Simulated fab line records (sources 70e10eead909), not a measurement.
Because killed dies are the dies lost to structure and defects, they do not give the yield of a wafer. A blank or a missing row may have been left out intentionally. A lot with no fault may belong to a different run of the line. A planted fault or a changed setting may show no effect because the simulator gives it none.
Matching of chambers || flow nandHarc || NHARC_A_ZERO_WELL_DESCUM_12 on rieDiel-10: 4 sister chambers
The step chemistry O2, time 3 s. 4 wafers are shown with their chamber, then 7 later ones without.

WAFERS, EACH WITH ITS CHAMBER
{"wafer": "L082.1", "chamber": 0, "showerheadPlenumPTorr (Torr)": 1.97}
{"wafer": "L082.6", "chamber": 1, "showerheadPlenumPTorr (Torr)": 1.89}
{"wafer": "L089.4", "chamber": 3, "showerheadPlenumPTorr (Torr)": 1.87}
{"wafer": "L089.5", "chamber": 2, "showerheadPlenumPTorr (Torr)": 1.90}

WAFERS MISSING THEIR CHAMBER
{"wafer": "L089.6", "showerheadPlenumPTorr (Torr)": 1.89}
{"wafer": "L091.2", "showerheadPlenumPTorr (Torr)": 1.87}
{"wafer": "L091.3", "showerheadPlenumPTorr (Torr)": 1.90}
{"wafer": "L091.5", "showerheadPlenumPTorr (Torr)": 1.97}
{"wafer": "L096.2", "showerheadPlenumPTorr (Torr)": 1.88}
{"wafer": "L096.3", "showerheadPlenumPTorr (Torr)": 1.87}
{"wafer": "L096.5", "showerheadPlenumPTorr (Torr)": 1.90}

WHICH CHAMBER EACH ONE RAN IN
{"wafer": "L089.6", "from the rows above": 1, "in truth": 1}
{"wafer": "L091.2", "from the rows above": 3, "in truth": 3}
{"wafer": "L091.3", "from the rows above": 2, "in truth": 2}
{"wafer": "L091.5", "from the rows above": 0, "in truth": 0}
{"wafer": "L096.2", "from the rows above": "can't be placed: 3 or 1", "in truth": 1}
{"wafer": "L096.3", "from the rows above": 3, "in truth": 3}
{"wafer": "L096.5", "from the rows above": 2, "in truth": 2}
Correctly placed: 6 of 7. Can't be placed from these rows: 1 (the true chamber is among the candidates in 1). Wrongly placed: 0.
How it was worked out, from the rows above alone: a wafer's distance from a chamber is the root of the sum, over the readings, of the square of ((its reading less the chamber's mean) divided by the reading's scatter). The wafer belongs to the nearest chamber; if the next one is less than 2 further off, it can't be placed. Each chamber's mean is taken over the wafers shown for it. The scatter: with one shown wafer a chamber, the root of the mean of the squares of how far each hidden wafer lies from its nearest shown one.
